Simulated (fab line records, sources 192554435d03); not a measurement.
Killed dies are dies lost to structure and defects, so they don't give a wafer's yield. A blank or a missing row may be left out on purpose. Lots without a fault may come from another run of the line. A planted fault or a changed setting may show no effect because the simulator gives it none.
Chamber matching | flow n5_finfet | N5_BEOL_M6_ETCH_72 on rie_diel-02: 4 sister chambers
The step etches underlayer in N2/H2, target depth 6.5 nm, time 5.2 s. 14 wafers are shown with their chamber, then 7 later ones without.

WAFERS WITH THEIR CHAMBER
wafer  | chamber | showerhead_plenum_p_Torr (Torr) | throttle_valve_pct (%) | drypump_motor_current_A (A)
L079.1 | 0       | 2.70                            | 17.9                   | 5.6
L079.2 | 1       | 2.44                            | 17.7                   | 6.3
L079.4 | 2       | 2.61                            | 17.8                   | 5.8
L084.1 | 3       | 2.47                            | 17.7                   | 6.2
L084.2 | 1       | 2.44                            | 17.7                   | 6.3
L084.3 | 2       | 2.61                            | 17.8                   | 5.8
L087.1 | 3       | 2.47                            | 17.7                   | 6.1
L087.2 | 2       | 2.60                            | 17.8                   | 5.8
L087.5 | 2       | 2.60                            | 17.9                   | 5.8
L088.3 | 3       | 2.47                            | 17.7                   | 6.1
L088.4 | 0       | 2.69                            | 17.9                   | 5.6
L088.6 | 1       | 2.43                            | 17.7                   | 6.4
L089.1 | 0       | 2.69                            | 17.9                   | 5.5
L089.3 | 2       | 2.60                            | 17.8                   | 5.8

SIGNATURES (means of the wafers above)
reading                  | chamber 0 | chamber 1 | chamber 2 | chamber 3 | scatter within a chamber
showerhead_plenum_p_Torr | 2.6933    | 2.4367    | 2.6040    | 2.4700    | 0.00503
throttle_valve_pct       | 17.900    | 17.700    | 17.820    | 17.700    | 0.0283
drypump_motor_current_A  | 5.567     | 6.333     | 5.800     | 6.133     | 0.0447
Rule: a wafer's distance from a chamber is the root of the sum, over the readings, of the square of ((its reading less the chamber's mean) divided by the reading's scatter). The wafer belongs to the nearest chamber; if the next one is less than 2 further off, it can't be placed. The scatter: the root of (the sum of the squares of (reading less its chamber's mean) over the shown wafers, divided by (wafers less chambers)).

WAFERS WITHOUT THEIR CHAMBER
wafer  | showerhead_plenum_p_Torr (Torr) | throttle_valve_pct (%) | drypump_motor_current_A (A)
L089.4 | 2.46                            | 17.7                   | 6.2
L093.1 | 2.60                            | 17.9                   | 5.8
L093.3 | 2.46                            | 17.7                   | 6.1
L093.4 | 2.68                            | 17.9                   | 5.5
L097.2 | 2.68                            | 17.9                   | 5.5
L097.4 | 2.43                            | 17.7                   | 6.3
L097.5 | 2.59                            | 17.9                   | 5.8

WHICH CHAMBER EACH WENT THROUGH
wafer  | from the rows above | in truth
L089.4 | 3                   | 3
L093.1 | 2                   | 2
L093.3 | 3                   | 3
L093.4 | 0                   | 0
L097.2 | 0                   | 0
L097.4 | 1                   | 1
L097.5 | 2                   | 2
Placed correctly: 7 of 7. Can't be placed from these rows: 0. Placed wrongly: 0.
